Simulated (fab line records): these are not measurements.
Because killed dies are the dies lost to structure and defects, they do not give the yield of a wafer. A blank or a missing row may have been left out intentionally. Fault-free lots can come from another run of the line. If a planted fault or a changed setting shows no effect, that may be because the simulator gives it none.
fab line records	flow nand-harc
record lots=12	wafers=36	last-day=33
route steps=1302 shown A_STAIRCASE@740 END@1302
lots untouched by any fault: they come from a run of this same line in which no faults occurred
start-h: the number of hours between the record's first day and the start of the first shown wafer of the lot	wait-h: time in hours since the lot's previous step	" identical to the entry in the row above	L1.1+2: several wafers, shown together as one row	- no value, or no start was given	* or withheld: withheld	< > ~ a bound
route shown NAME@n: NAME is a module with steps in the file, n the number in the route of the first one	usual: the fault-free wafers' mean and standard deviation	same: alike in all rows	chamber/n: place in a boat	sites: per-site readings	_std_site: standard deviation across them	_edge_site: inner sites' mean taken away from outer sites' mean	radius-mm: for every site, how far away it sits from the centre of the wafer	mask NAME#n: copy n	behind: tool/chamber where the wafer was last shaped	hold: the reason the lot was held/the length of the hold in hours/how it ended	device: the n, p or np transistor that did not switch	end of line: the route-end tests of the same wafers	where a step has no rows: the recipe by itself	killed: at the first sort, the dies lost to defects and structure; wafer yield is something else	map: dies across one wafer; x = killed, . = not, _ = none there
set.NAME: the setting that was run; set.NAME@STEP: the one run at that earlier step	model.NAME: the simulator's own value behind a step, which no gauge read
route steps across a sampled set of lots; one table per step, one row per wafer
services: when a tool's chamber went out of use (start-h, in hours from the record's first day, below 0 if earlier), for how many hours, and the reason
## steps
# step NHARC_A_STAIRCASE_TRIM_226
# recipe time-s=211.2	o2-flow-sccm=500	ar-flow-sccm=0	bias-w=0	chemistry=O2
# usual drypump-motor-current-A=5.7/0.46	oes-product-au=0.998/0.0074	rf-vpp-V=57.8/0.96	showerhead-plenum-p-Torr=3.52/0.19	throttle-valve-pct=17.036/0.009
lot.wafer	tool	chamber	start-h	wait-h	drypump-motor-current-A	oes-product-au	rf-hours-counter-h	rf-vpp-V	showerhead-plenum-p-Torr	throttle-valve-pct
L637.3	rie-diel-04	0	-	-	5.7	0.988	3	58.6	3.74	17.028
L637.1	"	1	"	"	5.0	0.999	3	56.5	3.30	17.035
L637.2	"	3	"	"	5.4	1.018	3	57.2	3.46	17.044
L642.3	rie-diel-01	0	-	-	5.4	0.996	10	57.2	3.43	17.024
L642.2	"	2	"	"	5.9	1.012	10	57.8	3.62	17.043
L642.1	"	3	"	"	6.9	0.999	9	58.4	3.80	17.037
L643.1	rie-diel-04	1	-	-	5.0	0.989	22	58.1	3.29	17.044
L643.2	"	2	"	"	5.4	0.990	24	58.9	3.32	17.059
L643.6	"	1	"	"	5.0	0.995	-	56.8	3.29	17.032
L649.1	rie-diel-04	1	-	-	5.0	1.006	42	57.2	3.27	17.018
L649.2	"	2	"	"	5.4	0.995	44	57.8	3.31	17.028
L649.5	"	0	"	"	5.7	0.989	-	58.1	3.73	17.037
L650.1	rie-diel-04	0	-	-	5.7	0.994	43	57.2	3.72	17.026
L650.2	"	1	"	"	5.0	1.009	50	57.5	3.27	17.042
L650.4	"	3	"	"	5.5	1.002	52	58.6	3.43	17.040
L651.4	rie-diel-01	3	-	-	6.8	0.999	38	58.0	3.79	17.040
L651.2	"	0	"	"	5.4	0.996	41	58.0	3.41	17.037
L651.5	"	2	"	"	5.9	1.000	-	57.9	3.60	17.038
L652.2	rie-diel-01	1	-	-	5.9	0.994	45	57.4	3.38	17.036
L652.1	"	2	"	"	5.9	1.005	44	59.3	3.60	17.045
L652.6	"	3	"	"	6.8	1.000	-	58.8	3.79	17.025
L653.3	rie-diel-09	0	-	-	5.8	1.001	10	56.3	3.80	17.032
L653.1	"	1	"	"	5.9	0.996	12	57.4	3.64	17.019
L653.6	"	2	"	"	6.0	0.995	-	59.0	3.30	17.042
L656.4	rie-diel-09	3	-	-	5.6	1.003	15	59.0	3.77	17.033
L656.3	"	1	"	"	5.9	0.997	20	57.1	3.64	17.043
L656.1	"	2	"	"	6.0	1.006	18	56.3	3.30	17.025
L658.2	rie-diel-04	1	-	-	5.0	1.005	12	57.0	3.80	17.053
L658.1	"	2	"	"	5.4	0.997	9	57.7	3.29	17.027
L658.5	"	0	"	"	5.7	0.997	-	58.3	3.71	17.039
L657.3	rie-diel-01	2	-	-	5.8	1.000	2	57.6	3.59	17.041
L657.1	"	3	"	"	6.9	0.989	2	58.6	3.78	17.050
L657.6	"	1	"	"	5.8	0.989	-	55.6	3.37	17.035
L660.4	rie-diel-01	2	-	-	5.9	0.990	11	58.6	3.59	17.052
L660.2	"	3	"	"	6.8	0.997	11	59.8	3.77	17.037
L660.3	"	1	"	"	5.8	0.990	9	56.2	3.36	17.042
# step NHARC_A_STAIRCASE_HM_DEP_456
# recipe target-thk-a=31000	temp-c=400	material=aC
# usual susceptor-temp-C=400.01/0.2	throttle-valve-pct=35.002/0.0088
lot.wafer	tool	chamber	start-h	wait-h	susceptor-temp-C	throttle-valve-pct
L637.1	acl-dep-01	0	383.24	-	-	34.993
L637.2	"	0	"	"	-	35.001
L637.3	"	0	"	"	-	34.987
L642.1	acl-dep-02	0	414.96	-	-	35.009
L642.2	"	0	"	"	-	35.013
L642.3	"	0	"	"	-	35.011
L643.1	acl-dep-01	0	433.18	-	400.02	34.993
L643.2	"	0	"	"	399.75	34.999
L643.6	"	0	434.74	-	400.15	34.991
L649.1	acl-dep-03	0	486.08	-	-	35.004
L649.2	"	0	"	"	-	34.999
L649.5	"	0	"	"	-	34.999
L650.1	acl-dep-02	0	511.03	-	399.96	34.996
L650.2	"	0	"	"	399.65	35.007
L650.4	"	0	"	"	399.74	34.994
L651.2	acl-dep-02	0	520.40	-	399.87	34.998
L651.4	"	0	"	"	399.81	34.995
L651.5	"	0	"	"	399.62	34.997
L652.1	acl-dep-01	0	520.90	-	400.25	34.988
L652.2	"	0	"	"	399.95	34.998
L652.6	"	0	522.43	-	400.02	34.990
L653.1	acl-dep-01	0	539.15	-	400.27	35.009
L653.3	"	0	"	"	399.97	34.999
L653.6	"	0	"	"	399.75	35.017
L656.1	acl-dep-01	0	566.05	-	399.51	34.998
L656.3	"	0	"	"	399.80	35.008
L656.4	"	0	"	"	400.26	35.013
L658.1	acl-dep-01	0	575.49	-	400.29	34.986
L658.2	"	0	"	"	400.25	34.999
L658.5	"	0	"	"	400.04	34.996
L657.1	acl-dep-02	0	576.80	-	-	35.017
L657.3	"	0	"	"	-	35.003
L657.6	"	0	"	"	-	35.012
L660.2	acl-dep-01	0	596.87	-	-	35.003
L660.3	"	0	"	"	-	34.987
L660.4	"	0	"	"	-	35.005
# step NHARC_A_STAIRCASE_DEP_259
# recipe target-thk-a=300	target-thk-nm=30	temp-c=400	pressure-torr=3.5	flow-sccm=200	rf-w=350	material=SiON
# usual chamber-pressure-Torr=3.500/0.008	heater-power-outer-w=469/56	heater-power-w=764/73
lot.wafer	tool	chamber	start-h	wait-h	chamber-pressure-Torr	heater-power-outer-w	heater-power-w
L637.3	pecvd-01	2	385.08	0.9	3.509	370	578
L637.2	"	0	"	"	3.494	546	884
L637.1	"	1	"	"	3.498	438	777
L642.3	pecvd-01	0	416.82	0.9	-	-	-
L642.1	"	1	"	"	-	-	-
L642.2	"	2	"	"	-	-	-
L643.1	pecvd-04	2	435.08	1.6	-	-	-
L643.2	"	0	"	"	-	-	-
L643.6	"	2	"	"	-	-	-
L649.1	pecvd-01	1	487.92	1.5	3.511	372	686
L649.2	"	0	"	"	3.500	528	873
L649.5	"	0	"	"	3.509	539	865
L650.2	pecvd-04	2	512.92	1.3	3.496	397	745
L650.1	"	0	"	"	3.506	534	776
L650.4	"	2	"	"	3.503	414	737
L651.2	pecvd-01	0	522.01	1.3	3.497	559	904
L651.4	"	0	"	"	3.499	559	897
L651.5	"	1	"	"	3.493	431	778
L652.2	pecvd-01	1	522.79	1.3	3.506	428	743
L652.1	"	2	"	"	3.494	435	714
L652.6	"	1	"	"	3.511	432	740
L653.1	pecvd-04	2	541.02	1.6	3.492	356	670
L653.3	"	0	"	"	3.500	563	804
L653.6	"	1	"	"	3.500	494	856
L656.3	pecvd-01	2	567.94	1.0	3.497	418	675
L656.1	"	0	"	"	3.484	504	844
L656.4	"	0	"	"	3.501	518	836
L658.1	pecvd-03	0	577.36	1.6	3.499	522	770
L658.2	"	1	"	"	3.507	525	826
L658.5	"	1	"	"	3.487	520	801
L657.3	pecvd-04	1	578.67	1.0	3.489	501	860
L657.1	"	2	"	"	3.495	340	622
L657.6	"	1	"	"	3.500	493	873
L660.2	pecvd-03	0	598.41	1.2	3.506	491	725
L660.3	"	1	"	"	3.496	512	811
L660.4	"	0	"	"	3.502	493	755
# step NHARC_A_STAIRCASE_ETCH_271
# recipe cf4-flow-sccm=100	chf3-flow-sccm=30	ar-flow-sccm=0	rf-w=500	bias-w=200	chemistry=CF4/CHF3
# usual drypump-motor-current-A=5.7/0.44	oes-product-au=0.951/0.021	rf-vpp-V=370/3.1	showerhead-plenum-p-Torr=1.57/0.088	throttle-valve-pct=16.802/0.009
lot.wafer	tool	chamber	start-h	wait-h	drypump-motor-current-A	oes-product-au	rf-hours-counter-h	rf-vpp-V	showerhead-plenum-p-Torr	throttle-valve-pct
L637.2	rie-diel-09	1	386.18	0.1	5.9	0.975	17	372	1.64	16.784
L637.3	"	2	"	"	6.0	0.980	18	368	1.48	16.800
L637.1	"	0	"	"	5.8	0.956	21	367	1.46	16.789
L642.3	rie-diel-04	3	417.92	0.1	5.5	0.928	18	369	1.54	16.817
L642.2	"	0	"	"	5.7	0.913	15	374	1.67	16.806
L642.1	"	1	"	"	5.0	0.932	18	368	1.46	16.792
L643.2	rie-diel-04	1	436.03	0.1	5.0	0.963	25	369	1.46	16.821
L643.1	"	3	"	"	5.4	0.971	24	370	1.54	16.786
L643.6	"	1	"	"	5.0	0.975	-	365	1.46	16.789
L649.1	rie-diel-04	2	488.99	0.1	5.4	0.924	45	366	1.47	16.817
L649.2	"	0	"	"	5.7	0.912	34	374	1.66	16.805
L649.5	"	2	"	"	5.4	0.924	-	368	1.47	16.803
L650.2	rie-diel-01	0	514.05	0.1	5.3	0.925	39	368	1.52	16.800
L650.1	"	1	"	"	5.8	0.918	44	368	1.50	16.799
L650.4	"	2	"	"	5.8	0.930	42	371	1.61	16.803
L651.2	rie-diel-04	3	523.07	0.1	5.4	0.919	58	372	1.53	16.804
L651.4	"	0	"	"	5.7	0.917	44	373	1.66	16.823
L651.5	"	2	"	"	5.4	0.922	-	366	1.47	16.779
L652.2	rie-diel-09	2	523.85	0.1	6.0	0.978	4	368	1.47	16.804
L652.1	"	3	"	"	5.6	0.991	3	376	1.68	16.788
L652.6	"	1	"	"	5.9	0.970	-	373	1.63	16.798
L653.1	rie-diel-01	2	542.10	0.1	5.8	0.932	52	370	1.61	16.808
L653.3	"	1	"	"	5.8	0.922	53	367	1.50	16.794
L653.6	"	3	"	"	6.8	0.928	-	375	1.69	16.808
L656.3	rie-diel-01	1	569.20	0.1	5.9	0.954	0	369	1.50	16.794
L656.1	"	2	"	"	5.8	0.973	1	371	1.60	16.808
L656.4	"	3	"	"	6.8	0.976	0	375	1.69	16.808
L658.2	rie-diel-09	1	578.45	0.1	5.8	0.958	30	373	1.62	16.801
L658.1	"	2	"	"	6.0	0.961	29	366	1.47	16.799
L658.5	"	1	"	"	5.9	0.967	-	372	1.62	16.808
L657.1	rie-diel-01	0	579.72	0.1	5.3	0.980	4	369	1.52	16.806
L657.3	"	1	"	"	5.8	0.951	4	368	1.50	16.804
L657.6	"	3	"	"	6.8	0.975	-	374	1.69	16.791
L660.2	rie-diel-04	2	599.35	0.1	5.4	0.962	15	367	1.47	16.793
L660.3	"	3	"	"	5.4	0.973	16	369	1.52	16.808
L660.4	"	0	"	"	5.7	0.945	20	372	1.65	16.803
# step NHARC_END_SORT_01
# recipe temp-c=25
# usual killed-at-array=61/23	killed-at-other=1.3/1.4	killed-at-periphery=4.0/2.6	killed-dies=66/22	killed-open=3.4/1.8	killed-short=2.3/1.4
# same gross-dies=677
lot.wafer	tool	chamber	start-h	wait-h	killed-at-array	killed-at-other	killed-at-periphery	killed-dies	killed-open	killed-short
L637.1	prober-01	0	570.70	2.5	98	1	2	101	4	2
L637.2	prober-01	0	571.50	2.8	97	0	7	104	2	4
L637.3	prober-01	0	572.30	3.1	102	1	1	104	3	2
L642.1	prober-01	0	616.20	2.5	672	2	3	677	4	1
L642.2	prober-01	0	616.99	2.8	674	2	1	677	3	1
L642.3	prober-01	0	617.79	3.1	671	3	3	677	0	1
L643.1	prober-02	0	621.19	2.5	673	1	3	677	6	4
L643.2	prober-02	0	621.99	2.8	675	0	2	677	3	3
L643.6	prober-02	0	625.19	4.0	675	0	2	677	2	2
L649.1	prober-01	0	677.78	2.5	64	4	1	69	4	3
L649.2	prober-01	0	678.57	2.8	70	1	2	73	5	1
L649.5	prober-01	0	680.96	3.7	56	0	5	61	4	4
L650.1	prober-02	0	694.16	2.5	50	0	6	56	4	3
L650.2	prober-02	0	694.96	2.8	62	0	4	66	7	1
L650.4	prober-02	0	696.54	3.4	59	1	7	67	9	2
L652.1	prober-02	0	722.81	2.6	56	5	5	66	4	3
L652.2	prober-02	0	723.62	2.9	54	6	1	61	3	2
L652.6	prober-02	0	726.85	4.0	52	3	6	61	3	0
L651.2	prober-01	0	723.46	2.8	64	0	2	66	2	1
L651.4	prober-01	0	725.06	3.4	72	1	4	77	6	2
L651.5	prober-01	0	725.86	3.7	82	0	4	86	6	5
L653.1	prober-01	0	732.72	2.5	90	2	8	100	7	4
L653.3	prober-01	0	734.31	3.1	84	3	6	93	4	1
L653.6	prober-01	0	736.69	4.0	67	1	3	71	2	2
L656.1	prober-01	0	761.92	2.5	53	1	7	61	4	3
L656.3	prober-01	0	763.53	3.1	47	0	5	52	0	1
L656.4	prober-01	0	764.34	3.4	50	0	4	54	4	3
L658.1	prober-01	0	771.52	2.5	57	0	4	61	2	2
L658.2	prober-01	0	772.32	2.8	57	1	4	62	6	0
L658.5	prober-01	0	774.73	3.7	60	1	4	65	4	3
L657.1	prober-02	0	780.63	2.5	52	3	3	58	3	1
L657.3	prober-02	0	782.25	3.1	55	3	1	59	4	1
L657.6	prober-02	0	784.67	4.0	72	1	4	77	3	1
L660.2	prober-01	0	780.64	2.8	28	2	4	34	5	2
L660.3	prober-01	0	781.44	3.1	43	3	3	49	1	3
L660.4	prober-01	0	782.23	3.4	40	1	1	42	4	1
# killed by level:class
L637.1 A_CHANNEL_HOLE_D2:chamber-film-flake=37 A_CHANNEL_HOLE_D1:chamber-film-flake=27 A_SLIT:chamber-film-flake=19 A_WL_FILL:chamber-film-flake=3 A_STAIRCASE:chamber-film-flake=2 A_CONTACT:chamber-film-flake=2 A_M0:chamber-film-flake=2 P_CONTACT:geometric-particle:open=1
L637.2 A_CHANNEL_HOLE_D2:chamber-film-flake=33 A_CHANNEL_HOLE_D1:chamber-film-flake=31 A_SLIT:chamber-film-flake=19 A_CHANNEL_FILL_D1:chamber-film-flake=4 P_STI:chamber-film-flake=2 P_CONTACT:chamber-film-flake=2 A_ZERO_WELL:chamber-film-flake=2 A_CONTACT:chamber-film-flake=2
L637.3 A_SLIT:chamber-film-flake=33 A_CHANNEL_HOLE_D2:chamber-film-flake=29 A_CHANNEL_HOLE_D1:chamber-film-flake=24 A_CONTACT:chamber-film-flake=3 A_M0:chamber-film-flake=3 A_CHANNEL_FILL_D1:chamber-film-flake=2 A_STAIRCASE:chamber-film-flake=2 A_SOURCE_PLATE:geometric-particle:short=1
L642.1 A_STAIRCASE:area-dep=591 A_CHANNEL_HOLE_D1:chamber-film-flake=37 A_CHANNEL_HOLE_D2:chamber-film-flake=34 A_M1:chamber-film-flake=4 A_ONON_D2:geometric-particle:open=2 A_CONTACT:chamber-film-flake=2 THIN_TSV:chamber-film-flake=2 P_M0:geometric-particle:open=1
L642.2 A_STAIRCASE:area-dep=604 A_CHANNEL_HOLE_D1:chamber-film-flake=33 A_CHANNEL_HOLE_D2:chamber-film-flake=23 A_CONTACT:chamber-film-flake=3 A_DECK1_JOINT:chamber-film-flake=2 A_WL_FILL:chamber-film-flake=2 THIN_TSV:chamber-film-flake=2 A_DECK1_JOINT:geometric-particle:open=1
L642.3 A_STAIRCASE:area-dep=621 A_CHANNEL_HOLE_D2:chamber-film-flake=27 A_CHANNEL_HOLE_D1:chamber-film-flake=18 THIN_TSV:chamber-film-flake=3 P_M2:chamber-film-flake=2 A_M1:chamber-film-flake=2 A_CHANNEL_FILL_D1:geometric-particle:short=1 P_GATE:chamber-film-flake=1
L643.1 A_STAIRCASE:area-dep=647 A_CHANNEL_HOLE_D2:chamber-film-flake=8 A_CHANNEL_HOLE_D1:chamber-film-flake=6 A_CHANNEL_FILL_D1:geometric-particle:open=2 A_SLIT:chamber-film-flake=2 A_WL_FILL:chamber-film-flake=2 P_STI:geometric-particle:open=1 P_GATE:geometric-particle:open=1
L643.2 A_STAIRCASE:area-dep=642 A_CHANNEL_HOLE_D2:chamber-film-flake=18 A_CHANNEL_HOLE_D1:chamber-film-flake=4 P_ZERO_WELL:chamber-film-flake=2 A_M1:chamber-film-flake=2 A_SOURCE_PLATE:geometric-particle:open=1 A_ONON_D1:geometric-particle:short=1 A_ONON_D2:geometric-particle:open=1
L643.6 A_STAIRCASE:area-dep=645 A_CHANNEL_HOLE_D2:chamber-film-flake=16 A_STAIRCASE:chamber-film-flake=3 A_CHANNEL_HOLE_D1:chamber-film-flake=2 A_WL_FILL:chamber-film-flake=2 A_M1:chamber-film-flake=2 P_M0:geometric-particle:short=1 A_SOURCE_PLATE:geometric-particle:short=1
L649.1 A_SLIT:chamber-film-flake=28 A_CHANNEL_HOLE_D2:chamber-film-flake=16 A_CHANNEL_HOLE_D1:chamber-film-flake=6 A_CONTACT:chamber-film-flake=5 THIN_TSV:chamber-film-flake=3 A_ONON_D1:geometric-particle:open=1 A_SGD_CUT:geometric-particle:short=1 A_WL_FILL:geometric-particle:short=1
L649.2 A_SLIT:chamber-film-flake=31 A_CHANNEL_HOLE_D2:chamber-film-flake=13 A_CONTACT:chamber-film-flake=11 A_CHANNEL_HOLE_D1:chamber-film-flake=5 A_M0:geometric-particle:open=2 A_STAIRCASE:chamber-film-flake=2 A_WL_FILL:chamber-film-flake=2 P_STI:geometric-particle:open=1
L649.5 A_SLIT:chamber-film-flake=23 A_CHANNEL_HOLE_D2:chamber-film-flake=13 A_STAIRCASE:chamber-film-flake=6 A_CONTACT:chamber-film-flake=6 A_CHANNEL_FILL_D1:geometric-particle:open=2 A_CHANNEL_FILL_D2:geometric-particle:short=2 A_CHANNEL_HOLE_D1:chamber-film-flake=2 P_STI:geometric-particle:short=1
L650.1 A_CHANNEL_HOLE_D1:chamber-film-flake=36 A_STAIRCASE:chamber-film-flake=3 A_M0:geometric-particle:open=2 P_GATE:chamber-film-flake=2 A_ZERO_WELL:chamber-film-flake=2 P_CONTACT:geometric-particle:open=1 P_M2:geometric-particle:open=1 A_ONON_D2:geometric-particle:short=1
L650.2 A_CHANNEL_HOLE_D1:chamber-film-flake=37 A_STAIRCASE:chamber-film-flake=7 A_CHANNEL_FILL_D2:geometric-particle:open=5 A_BONDPAD:chamber-film-flake=4 P_GATE:chamber-film-flake=2 A_ONON_D2:geometric-particle:open=1 A_CHANNEL_FILL_D2:geometric-particle:short=1 A_SGD_CUT:geometric-particle:open=1
L650.4 A_CHANNEL_HOLE_D1:chamber-film-flake=32 A_STAIRCASE:chamber-film-flake=9 A_BONDPAD:chamber-film-flake=4 A_ZERO_WELL:chamber-film-flake=3 P_CONTACT:geometric-particle:open=2 P_ZERO_WELL:chamber-film-flake=2 A_CONTACT:chamber-film-flake=2 P_M0:geometric-particle:open=1
L652.1 A_SLIT:chamber-film-flake=35 A_CHANNEL_HOLE_D1:chamber-film-flake=10 THIN_TSV:chamber-film-flake=5 A_CONTACT:chamber-film-flake=3 P_GATE:geometric-particle:open=2 A_STAIRCASE:chamber-film-flake=2 P_CONTACT:geometric-particle:open=1 A_ONON_D1:geometric-particle:short=1
L651.2 A_CHANNEL_HOLE_D1:chamber-film-flake=31 A_CHANNEL_HOLE_D2:chamber-film-flake=24 A_SLIT:chamber-film-flake=3 A_STAIRCASE:chamber-film-flake=3 A_CONTACT:chamber-film-flake=2 P_CONTACT:geometric-particle:open=1 P_M2:geometric-particle:short=1 A_CHANNEL_FILL_D1:geometric-particle:open=1
L652.2 A_SLIT:chamber-film-flake=30 A_CHANNEL_HOLE_D1:chamber-film-flake=7 A_CONTACT:chamber-film-flake=7 THIN_TSV:chamber-film-flake=6 A_CHANNEL_HOLE_D1:geometric-particle:short=2 A_ZERO_WELL:chamber-film-flake=2 A_DECK1_JOINT:chamber-film-flake=2 P_CONTACT:geometric-particle:open=1
L651.4 A_CHANNEL_HOLE_D1:chamber-film-flake=31 A_CHANNEL_HOLE_D2:chamber-film-flake=20 A_SLIT:chamber-film-flake=6 A_STAIRCASE:chamber-film-flake=5 A_CONTACT:chamber-film-flake=3 A_ONON_D1:geometric-particle:open=2 P_STI:geometric-particle:short=1 P_CONTACT:geometric-particle:open=1
L651.5 A_CHANNEL_HOLE_D1:chamber-film-flake=38 A_CHANNEL_HOLE_D2:chamber-film-flake=27 A_DECK1_JOINT:geometric-particle:open=3 A_SLIT:chamber-film-flake=3 A_ONON_D2:geometric-particle:short=2 P_M2:chamber-film-flake=2 A_CONTACT:chamber-film-flake=2 P_CONTACT:geometric-particle:short=1
L652.6 A_SLIT:chamber-film-flake=28 A_CONTACT:chamber-film-flake=10 A_CHANNEL_HOLE_D1:chamber-film-flake=6 P_M2:chamber-film-flake=3 THIN_TSV:chamber-film-flake=3 P_M0:chamber-film-flake=2 A_DECK1_JOINT:chamber-film-flake=2 A_CHANNEL_FILL_D1:geometric-particle:open=1
L653.1 A_SLIT:chamber-film-flake=36 A_CHANNEL_HOLE_D1:chamber-film-flake=35 A_DECK1_JOINT:chamber-film-flake=6 A_CONTACT:chamber-film-flake=4 P_STI:chamber-film-flake=3 A_CHANNEL_FILL_D1:geometric-particle:open=2 A_WL_FILL:geometric-particle:short=2 P_CONTACT:geometric-particle:open=1
L653.3 A_CHANNEL_HOLE_D1:chamber-film-flake=39 A_SLIT:chamber-film-flake=29 A_CONTACT:chamber-film-flake=5 A_STAIRCASE:chamber-film-flake=3 THIN_TSV:chamber-film-flake=3 P_STI:chamber-film-flake=2 P_M1:chamber-film-flake=2 A_DECK1_JOINT:chamber-film-flake=2
L653.6 A_SLIT:chamber-film-flake=30 A_CHANNEL_HOLE_D1:chamber-film-flake=22 A_CONTACT:chamber-film-flake=4 A_CHANNEL_FILL_D1:chamber-film-flake=3 A_STAIRCASE:chamber-film-flake=2 A_ONON_D1:geometric-particle:short=1 A_CHANNEL_HOLE_D2:geometric-particle:short=1 A_CHANNEL_FILL_D2:geometric-particle:open=1
L656.1 A_CHANNEL_HOLE_D1:chamber-film-flake=39 A_SLIT:chamber-film-flake=5 P_CONTACT:geometric-particle:open=2 P_GATE:chamber-film-flake=2 A_DECK1_JOINT:chamber-film-flake=2 A_CONTACT:chamber-film-flake=2 P_M1:geometric-particle:open=1 A_CHANNEL_HOLE_D1:geometric-particle:short=1
L656.3 A_CHANNEL_HOLE_D1:chamber-film-flake=32 A_SLIT:chamber-film-flake=7 A_STAIRCASE:chamber-film-flake=4 A_CONTACT:chamber-film-flake=3 P_ZERO_WELL:chamber-film-flake=2 P_BONDPAD:chamber-film-flake=2 A_CHANNEL_HOLE_D1:geometric-particle:short=1 P_STI:chamber-film-flake=1
L656.4 A_CHANNEL_HOLE_D1:chamber-film-flake=26 A_SLIT:chamber-film-flake=8 A_CONTACT:chamber-film-flake=4 A_CHANNEL_FILL_D1:geometric-particle:open=3 A_CHANNEL_FILL_D1:geometric-particle:short=2 P_ZERO_WELL:chamber-film-flake=2 A_CHANNEL_HOLE_D2:chamber-film-flake=2 A_CHANNEL_HOLE_D1:geometric-particle:short=1
L658.1 A_CHANNEL_HOLE_D2:chamber-film-flake=25 A_CHANNEL_HOLE_D1:chamber-film-flake=9 A_SLIT:chamber-film-flake=7 A_DECK1_JOINT:chamber-film-flake=4 A_M1:chamber-film-flake=4 A_CHANNEL_FILL_D1:chamber-film-flake=3 P_GATE:chamber-film-flake=2 A_CONTACT:chamber-film-flake=2
L658.2 A_CHANNEL_HOLE_D2:chamber-film-flake=30 A_CHANNEL_HOLE_D1:chamber-film-flake=7 A_M1:chamber-film-flake=7 A_SLIT:chamber-film-flake=6 A_WL_FILL:geometric-particle:open=3 A_CONTACT:chamber-film-flake=2 P_CONTACT:geometric-particle:open=1 P_M0:geometric-particle:open=1
L658.5 A_CHANNEL_HOLE_D2:chamber-film-flake=20 A_CHANNEL_HOLE_D1:chamber-film-flake=17 A_SLIT:chamber-film-flake=7 A_CONTACT:chamber-film-flake=4 A_M1:chamber-film-flake=3 A_CHANNEL_FILL_D1:geometric-particle:open=2 P_GATE:chamber-film-flake=2 A_DECK1_JOINT:chamber-film-flake=2
L657.1 A_SLIT:chamber-film-flake=25 A_CHANNEL_HOLE_D1:chamber-film-flake=13 A_CONTACT:chamber-film-flake=6 A_STAIRCASE:chamber-film-flake=4 THIN_TSV:chamber-film-flake=3 P_CONTACT:geometric-particle:open=1 A_CHANNEL_FILL_D2:geometric-particle:open=1 A_CHANNEL_FILL_D2:geometric-particle:short=1
L660.2 A_CHANNEL_HOLE_D1:chamber-film-flake=12 A_CONTACT:chamber-film-flake=6 A_SLIT:chamber-film-flake=4 A_ZERO_WELL:chamber-film-flake=2 P_M0:geometric-particle:open=1 P_M1:geometric-particle:open=1 P_M2:geometric-particle:open=1 A_ONON_D1:geometric-particle:short=1
L660.3 A_CHANNEL_HOLE_D1:chamber-film-flake=21 A_CONTACT:chamber-film-flake=7 A_SLIT:chamber-film-flake=6 A_WL_FILL:chamber-film-flake=4 A_CHANNEL_FILL_D2:chamber-film-flake=2 HYBRID_BOND:latent=2 P_CONTACT:geometric-particle:open=1 P_M0:geometric-particle:short=1
L660.4 A_CHANNEL_HOLE_D1:chamber-film-flake=18 A_SLIT:chamber-film-flake=8 A_CONTACT:chamber-film-flake=6 A_CHANNEL_FILL_D1:chamber-film-flake=2 A_CHANNEL_FILL_D2:chamber-film-flake=2 P_GATE:geometric-particle:open=1 A_ONON_D2:geometric-particle:open=1 A_CHANNEL_FILL_D2:geometric-particle:open=1
L657.3 A_SLIT:chamber-film-flake=31 A_CONTACT:chamber-film-flake=7 A_STAIRCASE:chamber-film-flake=6 A_CHANNEL_HOLE_D1:chamber-film-flake=5 THIN_TSV:chamber-film-flake=3 A_CHANNEL_FILL_D1:chamber-film-flake=2 P_M0:geometric-particle:open=1 A_ONON_D1:geometric-particle:open=1
L657.6 A_SLIT:chamber-film-flake=33 A_CHANNEL_HOLE_D1:chamber-film-flake=16 A_CONTACT:chamber-film-flake=12 A_STAIRCASE:chamber-film-flake=4 A_CHANNEL_FILL_D1:chamber-film-flake=2 A_WL_FILL:chamber-film-flake=2 P_GATE:geometric-particle:short=1 P_M0:geometric-particle:open=1
## services
tool	chamber	start-h	hours	kind
rie-diel-04	-	356.00	9.0	pm
pecvd-01	0	360.72	1.7	repair
acl-dep-01	-	370.24	13.0	pm
rie-diel-01	-	380.93	9.0	pm
rie-diel-09	1	404.93	4.2	repair
rie-diel-01	3	419.12	9.8	repair
rie-diel-04	0	422.55	17.5	repair
acl-dep-02	-	424.21	13.0	pm
pecvd-04	0	438.19	11.2	repair
rie-diel-09	-	442.47	0.2	repair
pecvd-04	-	450.54	13.0	pm
rie-diel-01	0	458.27	3.5	repair
pecvd-01	-	459.89	0.6	repair
rie-diel-04	1	460.53	6.7	repair
rie-diel-09	0	490.75	6.1	repair
pecvd-01	-	492.06	13.0	pm
rie-diel-09	-	497.12	9.0	pm
rie-diel-04	0	508.72	4.9	repair
rie-diel-04	-	533.00	9.0	pm
acl-dep-01	-	553.05	13.0	pm
rie-diel-01	-	557.93	9.0	pm
rie-diel-09	0	567.71	13.4	repair
pecvd-01	2	596.44	11.5	repair
rie-diel-01	1	598.73	6.5	repair
## key
first-sign step=NHARC_A_STAIRCASE_DEP_259	reading=tool-record	direction=missing
effect step=NHARC_END_SORT_01	reading=killed-dies	direction=up	sigmas=27	usual=66	struck=677
more-kills-born-at NHARC_A_STAIRCASE_DEP_259@pecvd-04=1934	NHARC_A_STAIRCASE_DEP_259@pecvd-01=1816
met-at NHARC_A_STAIRCASE_DEP_259
struck-lots L642,L643
later-rows-left-out L642.1,L642.2,L642.3,L643.1,L643.2,L643.6
tester-left-out L642,L643
not-acting-at NHARC_A_STAIRCASE_TRIM_226,NHARC_A_STAIRCASE_HM_DEP_456,NHARC_A_STAIRCASE_ETCH_271
onset-between 385.08 416.82
fault kind=skipped-step-whole	tool=pecvd-01,pecvd-04	chamber=-	onset-h=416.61	steps=NHARC_A_STAIRCASE_DEP_259	scope=struck-lots-only
# tester-left-out: of these lots the tester's yield and bins aren't shown, on N5 and GAA mostly nor the transistor test; their killed dies are dies lost to structure and defects alone, not to doping, threshold or leakage, so they don't give the yield
# later-rows-left-out: the simulator's readings of these wafers behind a module that went badly wrong aren't trusted and aren't shown, but for the sort
